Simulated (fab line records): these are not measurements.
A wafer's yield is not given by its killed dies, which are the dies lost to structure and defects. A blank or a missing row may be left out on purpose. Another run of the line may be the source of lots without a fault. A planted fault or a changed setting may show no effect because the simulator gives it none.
Split-lot study + flow n5-finfet + 21 wafers read across 7 lots, on a route 1938 steps long

## ABOUT THE SPLIT
At N5_MOL_CONTACT_COAG_VIA_ETCH_117 (etches SiO2 in C4F6/O2, target depth 40 nm, overetch 8 nm, time 26 s), the setting bias-w was moved away from the recipe's 455 W on 3 of the 21 wafers read, by -17.5% to +17.3%. This setting was run at the recipe's value on the other wafers.

Reading taken at the split's own step.

## THE READING
rf-vpp-V, in V, at N5_MOL_CONTACT_COAG_VIA_ETCH_117 (etches SiO2 in C4F6/O2, target depth 40 nm, overetch 8 nm, time 26 s). Typical for fault-free wafers on this fab line: 1588 V, with standard deviation 29 V.

| wafer  | tool, chamber at the split | bias-w as run, W | against the recipe | rf-vpp-V, V | against lot-mates on the recipe |
|--------|----------------------------|------------------|--------------------|-------------|---------------------------------|
| L078.2 | rie-diel-06, 0             | 455              | recipe             | 1579        | -                               |
| L078.3 | rie-diel-06, 3             | 455              | recipe             | 1627        | -                               |
| L078.6 | rie-diel-06, 2             | 455              | recipe             | 1614        | -                               |
| L079.1 | rie-diel-01, 3             | 455              | recipe             | 1606        | -                               |
| L079.3 | rie-diel-01, 1             | 455              | recipe             | 1579        | -                               |
| L079.4 | rie-diel-01, 2             | 455              | recipe             | 1634        | -                               |
| L084.3 | rie-diel-06, 1             | 455              | recipe             | 1557        | -                               |
| L084.4 | rie-diel-06, 2             | 455              | recipe             | 1610        | -                               |
| L084.5 | rie-diel-06, 1             | 455              | recipe             | 1556        | -                               |
| L085.3 | rie-diel-05, 0             | 455              | recipe             | 1558        | -                               |
| L085.4 | rie-diel-05, 3             | 375.5            | -17.5%             | 1356        | -202                            |
| L085.5 | rie-diel-05, 1             | 375.5            | -17.5%             | 1407        | -151                            |
| L088.1 | rie-diel-01, 0             | 533.7            | +17.3%             | 1742        | +151                            |
| L088.3 | rie-diel-01, 1             | 455              | recipe             | 1578        | -                               |
| L088.4 | rie-diel-01, 3             | 455              | recipe             | 1604        | -                               |
| L091.2 | rie-diel-01, 1             | 455              | recipe             | 1577        | -                               |
| L091.3 | rie-diel-01, 0             | 455              | recipe             | 1546        | -                               |
| L091.6 | rie-diel-01, 0             | 455              | recipe             | 1546        | -                               |
| L097.2 | rie-diel-05, 0             | 455              | recipe             | 1556        | -                               |
| L097.3 | rie-diel-05, 1             | 455              | recipe             | 1623        | -                               |
| L097.5 | rie-diel-05, 3             | 455              | recipe             | 1567        | -                               |

FIT RESULTS
A straight line over all 21 wafers: rf-vpp-V changes by +10.7 V for each +1% of bias-w; r = +0.93; the points scatter about the line by 30 V.
The same after taking each lot's own level away (the mean of its wafers on the recipe; 21 wafers): +9.62 V for each +1%; r = +0.95; scatter 23 V.
On that fit, the largest move of bias-w shifts the reading by 1.7e+02 V.
The lots' own levels span 1556.3 to 1606.7 V, that is 1.7 times the standard deviation above.
So the lot-to-lot level changes the slope: the two fits differ.
Check: with one of the wafers moved furthest among these (-17.5%) left out of the fit, the line predicts -152 V for it against its lot-mates. Against them it came out at -202 V.
Tool readings at the split's step, against how far the setting was moved: rf-vpp-V r = +0.93.

## FURTHER SPLITS ON THESE WAFERS
Before the reading, these wafers also passed through other splits. Each is held against what the fit with the lots' levels taken away leaves over:
| other split on the same wafers          | wafers away from the commonest value | r with rf-vpp-V (lot level and that fit taken away) |
|-----------------------------------------|--------------------------------------|-----------------------------------------------------|
| N5_SD_EPI_N_ETCH_16 target-depth-a      | 5                                    | -0.28                                               |
| N5_SD_EPI_N_EPI_21 temp-c               | 5                                    | +0.15                                               |
| N5_HKMG_FIN_ETCH_54 source-w            | 6                                    | +0.15                                               |
| N5_HKMG_FIN_ETCH_55 bias-w              | 7                                    | -0.17                                               |
| N5_GATE_CUT_ALD_22 ald-cycles           | 9                                    | -0.09                                               |
| N5_GATE_CUT_CMP_23 platen-rpm           | 9                                    | -0.24                                               |
| N5_MOL_CONTACT_COAG_SPUTTER_130 power-w | 7                                    | +0.00                                               |
| N5_MOL_CONTACT_COAG_PECVD_31 temp-c     | 12                                   | -0.05                                               |

## FILE'S OWN FIT
rf-vpp-V changes by +9.4 V for each +1% of bias-w, r = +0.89.
